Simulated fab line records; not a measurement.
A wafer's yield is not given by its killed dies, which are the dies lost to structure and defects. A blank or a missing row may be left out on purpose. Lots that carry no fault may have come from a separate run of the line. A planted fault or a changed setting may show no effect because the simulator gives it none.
Chamber matching + flow n5 finfet + 3 sister chambers for N5_BEOL_M2_PRE_CLEAN_60 on cvd co-02
The step time 15 s. 6 wafers are shown with their chamber, then 8 later ones without.

== EACH WAFER AND ITS CHAMBER ==
| wafer  | chamber | heater power w (W) |
|--------|---------|--------------------|
| L083.5 | 0       | 103                |
| L083.6 | 1       | 91                 |
| L091.3 | 0       | 105                |
| L091.4 | 2       | 123                |
| L091.6 | 1       | 90                 |
| L092.3 | 2       | 125                |

== WAFERS WHOSE CHAMBER IS MISSING ==
| wafer  | heater power w (W) |
|--------|--------------------|
| L092.5 | 122                |
| L092.6 | 91                 |
| L096.1 | 90                 |
| L096.5 | 103                |
| L096.6 | 89                 |
| L097.2 | 91                 |
| L097.3 | 104                |
| L097.6 | 124                |

== EACH ONE'S CHAMBER ==
| wafer  | from the rows above | in truth |
|--------|---------------------|----------|
| L092.5 | 2                   | 2        |
| L092.6 | 1                   | 1        |
| L096.1 | 1                   | 1        |
| L096.5 | 0                   | 0        |
| L096.6 | 1                   | 1        |
| L097.2 | 1                   | 1        |
| L097.3 | 0                   | 0        |
| L097.6 | 2                   | 2        |
Correct placement for 8 of the 8. Not placeable from these rows: 0. Wrongly placed: 0.
How it was worked out, from the rows above alone: a wafer's distance from a chamber is the root of the sum, over the readings, of the square of ((its reading less the chamber's mean) divided by the reading's scatter). The wafer belongs to the nearest chamber; if the next one is less than 2 further off, it can't be placed. A chamber's mean is the mean of its shown wafers. The scatter: the root of (the sum of the squares of (reading less its chamber's mean) over the shown wafers, divided by (wafers less chambers)).
